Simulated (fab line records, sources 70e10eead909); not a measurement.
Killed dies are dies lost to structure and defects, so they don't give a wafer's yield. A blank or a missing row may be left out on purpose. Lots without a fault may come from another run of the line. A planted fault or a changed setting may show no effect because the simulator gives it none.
Which tool did it? | flow nand_harc | 24 lots, 72 wafers sampled, at 6 steps of a route of 1302

WHAT THE GAUGES READ, wafer by wafer
NHARC_A_CONTACT_CD_MEAS_53.
lot  | measured     | on        | cd_nm (nm)
L074 | day 21 07:24 | cd_sem-03 | 289.4 289.9 289.5
L075 | day 22 03:09 | cd_sem-01 | 290.0 290.0 290.4
L076 | day 22 05:19 | cd_sem-01 | 289.5 289.6 290.0
L077 | day 22 10:44 | cd_sem-01 | 289.8 290.0 289.5
L078 | day 23 01:25 | cd_sem-03 | 290.8 290.8 290.9
L080 | day 23 10:44 | cd_sem-01 | 289.6 290.1 289.7
L079 | day 23 16:06 | cd_sem-01 | 289.6 289.5 289.3
L081 | day 24 03:22 | cd_sem-02 | 290.3 289.8 289.7
L082 | day 25 00:56 | cd_sem-02 | 290.3 289.6 289.8
L083 | day 25 07:44 | cd_sem-02 | 289.5 289.9 290.0
L084 | day 25 09:10 | cd_sem-01 | 288.1 288.3 288.0
L086 | day 25 23:32 | cd_sem-01 | 289.3 289.4 289.3
L085 | day 26 01:36 | cd_sem-03 | 290.4 289.9 290.2
L089 | day 26 22:08 | cd_sem-01 | 289.9 290.1 290.0
L087 | day 27 04:29 | cd_sem-02 | 289.8 290.0 289.3
L088 | day 27 05:53 | cd_sem-01 | 290.0 290.1 289.8
L091 | day 28 04:49 | cd_sem-03 | 290.2 290.1 289.7
L090 | day 28 19:23 | cd_sem-01 | 289.7 290.0 289.9
L094 | day 29 15:52 | cd_sem-03 | 290.8 290.7 290.3
L092 | day 29 16:42 | cd_sem-01 | 290.8 290.5 290.6
L093 | day 29 18:26 | cd_sem-03 | 288.3 288.0 288.1
L095 | day 30 02:34 | cd_sem-01 | 289.6 289.2 289.1
L096 | day 30 03:35 | cd_sem-02 | 289.9 289.7 289.8
L097 | day 31 00:23 | cd_sem-01 | 291.1 290.4 291.2

NHARC_A_CONTACT_CD_MEAS_80.
lot  | measured     | on        | cd_nm (nm)
L074 | day 21 17:05 | cd_sem-03 | 290.7 289.9 290.0
L075 | day 22 12:28 | cd_sem-03 | 290.7 290.9 290.5
L076 | day 22 15:39 | cd_sem-03 | 289.6 289.3 289.8
L077 | day 22 20:48 | cd_sem-01 | 290.3 289.6 289.7
L078 | day 23 10:31 | cd_sem-01 | 289.4 289.2 289.7
L080 | day 23 21:50 | cd_sem-01 | 289.9 290.1 290.2
L079 | day 24 03:21 | cd_sem-03 | 289.2 288.9 289.2
L081 | day 24 16:49 | cd_sem-02 | 289.5 289.5 289.9
L082 | day 25 14:53 | cd_sem-01 | 290.5 290.4 290.5
L083 | day 25 17:56 | cd_sem-01 | 289.1 289.2 289.2
L084 | day 25 20:52 | cd_sem-01 | 287.6 288.6 288.3
L086 | day 26 09:31 | cd_sem-03 | 288.5 288.4 288.5
L085 | day 26 10:55 | cd_sem-02 | 291.0 290.4 290.5
L089 | day 27 07:43 | cd_sem-03 | 290.3 289.8 290.0
L087 | day 27 14:19 | cd_sem-01 | 290.0 289.7 289.9
L088 | day 27 15:12 | cd_sem-01 | 290.0 289.8 290.4
L091 | day 28 16:36 | cd_sem-03 | 290.5 290.6 290.8
L090 | day 29 07:02 | cd_sem-03 | 289.0 289.6 289.9
L094 | day 30 01:12 | cd_sem-03 | 290.5 290.4 290.1
L092 | day 30 04:27 | cd_sem-01 | 289.6 289.7 289.3
L093 | day 30 06:14 | cd_sem-02 | 288.3 288.0 288.2
L095 | day 30 14:33 | cd_sem-02 | 289.6 289.8 289.4
L096 | day 30 12:59 | cd_sem-03 | 289.8 289.7 289.7
L097 | day 31 09:46 | cd_sem-01 | 290.5 290.7 291.1

WHICH TOOL RAN EACH LOT (tool, then ch and the chambers of the sampled wafers, then the start)
lot  | NHARC_A_CONTACT_ETCH_48            | NHARC_A_CONTACT_ETCH_115             | NHARC_A_CONTACT_ETCH_120             | NHARC_A_CONTACT_ETCH_123
L074 | rie_diel-04 ch 1,3, day 21 02:24   | har_cap_etch-01 ch 0,1, day 21 04:53 | har_cap_etch-01 ch 0,1, day 21 05:45 | har_cap_etch-01 ch 0,1, day 21 06:23
L075 | rie_diel-04 ch 0,1,3, day 21 21:15 | har_cap_etch-03 ch 0,1, day 22 00:01 | har_cap_etch-03 ch 0,1, day 22 01:10 | har_cap_etch-03 ch 0,1, day 22 02:00
L076 | rie_diel-08 ch 1,2, day 21 22:43   | har_cap_etch-02 ch 0,1, day 22 02:48 | har_cap_etch-02 ch 0,1, day 22 03:39 | har_cap_etch-02 ch 0,1, day 22 04:17
L077 | rie_diel-04 ch 1,2,3, day 22 05:16 | har_cap_etch-03 ch 0,1, day 22 07:43 | har_cap_etch-03 ch 0,1, day 22 08:41 | har_cap_etch-03 ch 0,1, day 22 09:22
L078 | rie_diel-04 ch 0,1,3, day 22 20:25 | har_cap_etch-02 ch 0,1, day 22 22:51 | har_cap_etch-02 ch 0,1, day 22 23:42 | har_cap_etch-02 ch 0,1, day 23 00:13
L080 | rie_diel-08 ch 0,2,3, day 23 05:41 | har_cap_etch-01 ch 0,1, day 23 08:10 | har_cap_etch-01 ch 0,1, day 23 09:01 | har_cap_etch-01 ch 0,1, day 23 09:35
L079 | rie_diel-09 ch 0,2, day 23 10:46   | har_cap_etch-03 ch 0,1, day 23 13:22 | har_cap_etch-03 ch 0,1, day 23 14:13 | har_cap_etch-03 ch 0,1, day 23 14:48
L081 | rie_diel-09 ch 1,2,3, day 23 22:11 | har_cap_etch-03 ch 0,1, day 24 00:46 | har_cap_etch-03 ch 0,1, day 24 01:37 | har_cap_etch-03 ch 0,1, day 24 02:10
L082 | rie_diel-09 ch 2,3, day 24 19:54   | har_cap_etch-01 ch 0,1, day 24 22:21 | har_cap_etch-01 ch 0,1, day 24 23:13 | har_cap_etch-01 ch 0,1, day 24 23:43
L083 | rie_diel-09 ch 2,3, day 25 02:41   | har_cap_etch-03 ch 0,1, day 25 05:10 | har_cap_etch-03 ch 0,1, day 25 06:01 | har_cap_etch-03 ch 0,1, day 25 06:35
L084 | rie_diel-08 ch 1,2, day 25 03:37   | har_cap_etch-02 ch 0,1, day 25 06:05 | har_cap_etch-02 ch 0,1, day 25 07:07 | har_cap_etch-02 ch 0,1, day 25 07:53
L086 | rie_diel-08 ch 1,2,3, day 25 17:19 | har_cap_etch-01 ch 0,1, day 25 20:25 | har_cap_etch-01 ch 0,1, day 25 21:33 | har_cap_etch-01 ch 0,1, day 25 22:23
L085 | rie_diel-04 ch 0,1, day 25 20:35   | har_cap_etch-03 ch 1, day 25 23:04   | har_cap_etch-03 ch 1, day 25 23:55   | har_cap_etch-03 ch 1, day 26 00:29
L089 | rie_diel-04 ch 1,2,3, day 26 17:02 | har_cap_etch-01 ch 0,1, day 26 19:35 | har_cap_etch-01 ch 0,1, day 26 20:26 | har_cap_etch-01 ch 0,1, day 26 20:56
L087 | rie_diel-04 ch 0,3, day 26 22:37   | har_cap_etch-03 ch 0, day 27 01:17   | har_cap_etch-03 ch 0, day 27 02:26   | har_cap_etch-03 ch 0, day 27 03:07
L088 | rie_diel-09 ch 0,1,2, day 27 00:53 | har_cap_etch-02 ch 0,1, day 27 03:22 | har_cap_etch-02 ch 0,1, day 27 04:13 | har_cap_etch-02 ch 0,1, day 27 04:46
L091 | rie_diel-09 ch 1,2,3, day 27 23:49 | har_cap_etch-01 ch 0,1, day 28 02:15 | har_cap_etch-01 ch 0,1, day 28 03:06 | har_cap_etch-01 ch 0,1, day 28 03:37
L090 | rie_diel-08 ch 0,1,2, day 28 14:20 | har_cap_etch-02 ch 0,1, day 28 16:50 | har_cap_etch-02 ch 0,1, day 28 17:41 | har_cap_etch-02 ch 0,1, day 28 18:12
L094 | rie_diel-08 ch 1,2,3, day 29 10:30 | har_cap_etch-02 ch 0,1, day 29 13:18 | har_cap_etch-02 ch 0,1, day 29 14:09 | har_cap_etch-02 ch 0,1, day 29 14:44
L092 | rie_diel-08 ch 0,3, day 29 10:50   | har_cap_etch-01 ch 0,1, day 29 14:14 | har_cap_etch-01 ch 0,1, day 29 15:05 | har_cap_etch-01 ch 0,1, day 29 15:46
L093 | rie_diel-04 ch 1,2,3, day 29 12:43 | har_cap_etch-02 ch 0,1, day 29 15:57 | har_cap_etch-02 ch 0,1, day 29 16:48 | har_cap_etch-02 ch 0,1, day 29 17:30
L095 | rie_diel-08 ch 0,3, day 29 21:34   | har_cap_etch-01 ch 0,1, day 30 00:01 | har_cap_etch-01 ch 0,1, day 30 00:52 | har_cap_etch-01 ch 0,1, day 30 01:23
L096 | rie_diel-04 ch 0,1, day 29 21:43   | har_cap_etch-02 ch 0,1, day 30 00:24 | har_cap_etch-02 ch 0,1, day 30 01:32 | har_cap_etch-02 ch 0,1, day 30 02:14
L097 | rie_diel-09 ch 0,1,2, day 30 19:22 | har_cap_etch-02 ch 0,1, day 30 21:49 | har_cap_etch-02 ch 0,1, day 30 22:41 | har_cap_etch-02 ch 0,1, day 30 23:11
- NHARC_A_CONTACT_ETCH_48: etches the open film in CF4, target depth 39 nm, time 65 s.
- NHARC_A_CONTACT_ETCH_115: etches the open film in C4F8/O2/Ar, time 190 s, target depth 1850 nm.
- NHARC_A_CONTACT_ETCH_120: etches the open film in C4F8/O2/Ar, time 190 s, target depth 1850 nm.
- NHARC_A_CONTACT_ETCH_123: etches the open film in C4F8/O2/Ar, time 490 s, target depth 2110 nm.

WHAT THE TOOLS THEMSELVES READ (means of the sampled wafers that have a number; where no wafer has one, the mark that the record gives instead)
NHARC_A_CONTACT_ETCH_48.
lot  | tool        | drypump_motor_current_A (A) | oes_product_au (a.u.) | rf_vpp_V (V) | showerhead_plenum_p_Torr (Torr) | throttle_valve_pct (%)
L074 | rie_diel-04 | 5.0                         | 1.004                 | 150.2        | 1.72                            | 13.285
L075 | rie_diel-04 | 5.3                         | 1.004                 | 151.5        | 1.75                            | 13.287
L076 | rie_diel-08 | 5.6                         | 1.013                 | 151.7        | 1.76                            | 13.285
L077 | rie_diel-04 | 5.3                         | 1.002                 | 151.4        | 1.79                            | 13.287
L078 | rie_diel-04 | 5.3                         | 1.004                 | 151.4        | 1.75                            | 13.293
L080 | rie_diel-08 | 5.5                         | 0.999                 | 151.1        | 1.76                            | 13.282
L079 | rie_diel-09 | 6.0                         | 0.986                 | 151.4        | 1.80                            | 13.283
L081 | rie_diel-09 | 5.7                         | 1.003                 | 151.8        | 1.76                            | 13.283
L082 | rie_diel-09 | 5.3                         | 0.994                 | 152.0        | 1.79                            | 13.287
L083 | rie_diel-09 | 5.4                         | 1.003                 | 151.1        | 1.79                            | 13.284
L084 | rie_diel-08 | 5.6                         | 1.005                 | 151.8        | 1.75                            | 13.281
L086 | rie_diel-08 | 5.7                         | 0.994                 | 151.5        | 1.76                            | 13.285
L085 | rie_diel-04 | 5.1                         | 1.009                 | 150.2        | 1.70                            | 13.273
L089 | rie_diel-04 | 5.3                         | 1.007                 | 151.1        | 1.78                            | 13.286
L087 | rie_diel-04 | 5.4                         | 1.000                 | 150.8        | 1.78                            | 13.282
L088 | rie_diel-09 | 6.0                         | 0.997                 | 151.4        | 1.76                            | 13.282
L091 | rie_diel-09 | 5.7                         | 0.997                 | 151.6        | 1.76                            | 13.282
L090 | rie_diel-08 | 5.6                         | 1.001                 | 151.4        | 1.80                            | 13.279
L094 | rie_diel-08 | 5.7                         | 0.993                 | 150.9        | 1.76                            | 13.286
L092 | rie_diel-08 | 5.4                         | 0.997                 | 151.3        | 1.80                            | 13.282
L093 | rie_diel-04 | 5.3                         | 0.998                 | 151.5        | 1.77                            | 13.286
L095 | rie_diel-08 | 5.4                         | 1.001                 | 151.8        | 1.80                            | 13.280
L096 | rie_diel-04 | 5.5                         | 1.005                 | 151.3        | 1.72                            | 13.277
L097 | rie_diel-09 | 6.0                         | 0.990                 | 151.7        | 1.76                            | 13.282

THE ANSWER, worked out from the rows above alone
Rule: what is usual is taken from the lots themselves. Put in order of their means at a reading, lots are off if they are a third of the lots or fewer, leave a main group of 4 or more, and stand apart from it by a gap of 3 or more times the standard deviation of the main group's means; of several such gaps the widest counts. A main group whose means are all the same, to the digits that the tables above print for the reading, isn't used. A lot without any number at a reading at which 4 lots or more have one is off too. The other lots that the step has rows for count as sound. The gauges are gone through in route order, then the tools' own readings, and for those a lot's mean is taken as printed above. The first step at which some lot is off is used, and at that step the reading that is off furthest; a lot without a number counts as furthest.
No lot is off at any reading shown: from this, nothing can be told.

WHAT THE SIMULATOR HAD PUT IN
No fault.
